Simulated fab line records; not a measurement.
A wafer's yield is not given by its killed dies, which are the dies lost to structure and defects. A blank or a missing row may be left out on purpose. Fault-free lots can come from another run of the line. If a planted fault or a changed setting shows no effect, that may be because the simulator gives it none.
Which of the tools did it?	flow nand_harc	13 lots with 39 wafers sampled at 5 steps, on a route of 1302 steps

## WHAT EACH GAUGE READ, for each wafer
NHARC_END_SORT_01.
lot	measured	on	killed_at_array	killed_at_other	killed_at_periphery	killed_dies	killed_open	killed_short
L268	day 28 07:12	prober-01	67 40 62	0 0 0	1 77 3	68 117 65	2 1 4	3 3 4
L270	day 29 05:33	prober-01	86 74 73	0 1 0	76 9 7	162 84 80	3 4 2	4 1 1

## WHICH TOOL RAN EACH LOT (tool, then ch and the chambers of the sampled wafers, then the start)
lot	NHARC_P_CONTACT_ETCH_35	NHARC_A_BONDPAD_DEGAS_25	NHARC_A_BONDPAD_PVD_17	NHARC_THIN_TSV_DEGAS_49
L258	rie_diel-13 ch 1,3, day 6 07:23	pvd_sputter-02, day 23 06:39	pvd_sputter-02, day 23 23:31 or earlier	pvd_sputter-02, day 23 23:31
L259	rie_diel-02 ch 1,2,3, day 6 21:40	pvd_sputter-03, day 23 23:10	pvd_sputter-03, day 24 16:05 or earlier	pvd_sputter-02, day 24 16:05
L261	rie_diel-13 ch 0,2, day 7 17:47	pvd_sputter-02, day 25 01:49	pvd_sputter-02, day 25 23:06 or earlier	pvd_sputter-03, day 25 23:06
L262	rie_diel-02 ch 1,2,3, day 7 23:34	pvd_sputter-02, day 25 04:56	pvd_sputter-02, day 25 22:00 or earlier	pvd_sputter-02, day 25 22:00
L268	rie_diel-06 ch 0,1,2, day 10 09:17	pvd_sputter-03, day 27 00:47	pvd_sputter-03, day 27 17:33 or earlier	pvd_sputter-03, day 27 17:33
L270	rie_diel-06 ch 1,2,3, day 11 09:14	pvd_sputter-03, day 27 23:19	pvd_sputter-03, day 28 17:25 or earlier	pvd_sputter-02, day 28 17:25
L271	rie_diel-02 ch 0,2,3, day 12 01:57	pvd_sputter-03, day 29 09:49	pvd_sputter-03, day 30 02:14 or earlier	pvd_sputter-01, day 30 02:14
L274	rie_diel-02 ch 0,1,3, day 12 22:01	pvd_sputter-03, day 29 19:04	pvd_sputter-03, day 30 14:22 or earlier	pvd_sputter-02, day 30 14:22
L275	rie_diel-13 ch 0,1,2, day 13 06:45	pvd_sputter-03, day 30 00:22	pvd_sputter-03, day 30 17:26 or earlier	pvd_sputter-02, day 30 17:26
L276	rie_diel-13 ch 1,2,3, day 13 23:35	pvd_sputter-03, day 30 22:56	pvd_sputter-03, day 31 15:52 or earlier	pvd_sputter-03, day 31 15:52
L277	rie_diel-06 ch 2,3, day 14 04:43	pvd_sputter-02, day 31 01:17	pvd_sputter-02, day 31 17:01 or earlier	pvd_sputter-02, day 31 17:01
L279	rie_diel-06 ch 2,3, day 15 03:59	pvd_sputter-03, day 32 00:52	pvd_sputter-03, day 32 16:44 or earlier	pvd_sputter-03, day 32 16:44
L280	rie_diel-02 ch 0,2,3, day 15 11:45	pvd_sputter-01, day 32 04:42	pvd_sputter-01, day 33 00:05 or earlier	pvd_sputter-03, day 33 00:05
- NHARC_P_CONTACT_ETCH_35: etches the open film in CF4, target depth 39 nm, time 65 s.
- NHARC_A_BONDPAD_DEGAS_25: time 60 s.
- NHARC_A_BONDPAD_PVD_17: deposits TaN, target thk 5 nm, time 8.06 s.
- NHARC_THIN_TSV_DEGAS_49: time 120 s.

## WHAT THE TOOLS THEMSELVES READ (means of the sampled wafers that have a number; where no wafer has one, the mark that the record gives instead)
NHARC_P_CONTACT_ETCH_35.
lot	tool	drypump_motor_current_A (A)	oes_product_au (a.u.)	rf_vpp_V (V)	showerhead_plenum_p_Torr (Torr)	throttle_valve_pct (%)
L258	rie_diel-13	5.7	1.006	152.0	1.88	13.287
L259	rie_diel-02	5.5	1.010	151.2	1.78	13.289
L261	rie_diel-13	5.7	0.995	151.7	1.78	13.293
L262	rie_diel-02	5.5	1.004	152.1	1.78	13.281
L268	rie_diel-06	5.8	1.009	151.6	1.77	13.284
L270	rie_diel-06	5.3	1.001	150.2	1.74	13.283
L271	rie_diel-02	5.6	1.001	151.0	1.76	13.284
L274	rie_diel-02	5.3	1.002	152.3	1.83	13.277
L275	rie_diel-13	5.5	1.001	151.4	1.81	13.278
L276	rie_diel-13	5.4	1.006	152.0	1.83	13.283
L277	rie_diel-06	5.2	0.999	150.5	1.70	13.281
L279	rie_diel-06	4.9	0.998	150.3	1.74	13.283
L280	rie_diel-02	5.5	1.005	151.3	1.76	13.290

NHARC_A_BONDPAD_DEGAS_25.
lot	tool	heater_power_w (W)
L258	pvd_sputter-02	494
L259	pvd_sputter-03	484
L261	pvd_sputter-02	480
L262	pvd_sputter-02	465
L268	pvd_sputter-03	494
L270	pvd_sputter-03	493
L271	pvd_sputter-03	464
L274	pvd_sputter-03	480
L275	pvd_sputter-03	489
L276	pvd_sputter-03	465
L277	pvd_sputter-02	485
L279	pvd_sputter-03	483
L280	pvd_sputter-01	494

NHARC_A_BONDPAD_PVD_17.
lot	tool	bias_v (V)	chamber_pressure_pa (Pa)	throttle_valve_pct (%)
L258	pvd_sputter-02	168.4	0.11990	30.6
L259	pvd_sputter-03	166.5	0.12018	30.5
L261	pvd_sputter-02	169.1	0.12007	29.6
L262	pvd_sputter-02	169.2	0.11958	29.7
L268	pvd_sputter-03	168.2	0.12024	30.0
L270	pvd_sputter-03	168.4	0.12013	28.9
L271	pvd_sputter-03	168.0	0.11976	30.2
L274	pvd_sputter-03	167.8	0.12003	29.7
L275	pvd_sputter-03	171.2	0.11997	29.7
L276	pvd_sputter-03	168.4	0.11987	29.8
L277	pvd_sputter-02	169.1	0.11973	30.6
L279	pvd_sputter-03	169.8	0.12011	29.6
L280	pvd_sputter-01	168.4	0.11982	29.8

NHARC_THIN_TSV_DEGAS_49.
lot	tool	heater_power_w (W)
L258	pvd_sputter-02	489
L259	pvd_sputter-02	524
L261	pvd_sputter-03	485
L262	pvd_sputter-02	490
L268	pvd_sputter-03	457
L270	pvd_sputter-02	452
L271	pvd_sputter-01	477
L274	pvd_sputter-02	472
L275	pvd_sputter-02	529
L276	pvd_sputter-03	487
L277	pvd_sputter-02	501
L279	pvd_sputter-03	505
L280	pvd_sputter-03	480

## THE ANSWER, worked out from the rows above alone
Rule: usual is defined by the lots themselves. Put in order of their means at a reading, lots are off if they are a third of the lots or fewer, leave a main group of 4 or more, and stand apart from it by a gap of 3 or more times the standard deviation of the main group's means; of several such gaps the widest counts. The tables above print the reading to a certain number of digits; a main group whose means all agree to those digits is not used. A lot without any number at a reading at which 4 lots or more have one is off too. Any other lot the step has rows for is counted as sound. First the gauges in route order, then the tools' own readings, where a lot's mean is used as printed above. The first step at which some lot is off is used, and at that step the reading that is off furthest; a lot without a number counts as furthest.
Nothing can be told from this: no lot is off at any reading shown.

## WHAT THE SIMULATOR HAD INSERTED
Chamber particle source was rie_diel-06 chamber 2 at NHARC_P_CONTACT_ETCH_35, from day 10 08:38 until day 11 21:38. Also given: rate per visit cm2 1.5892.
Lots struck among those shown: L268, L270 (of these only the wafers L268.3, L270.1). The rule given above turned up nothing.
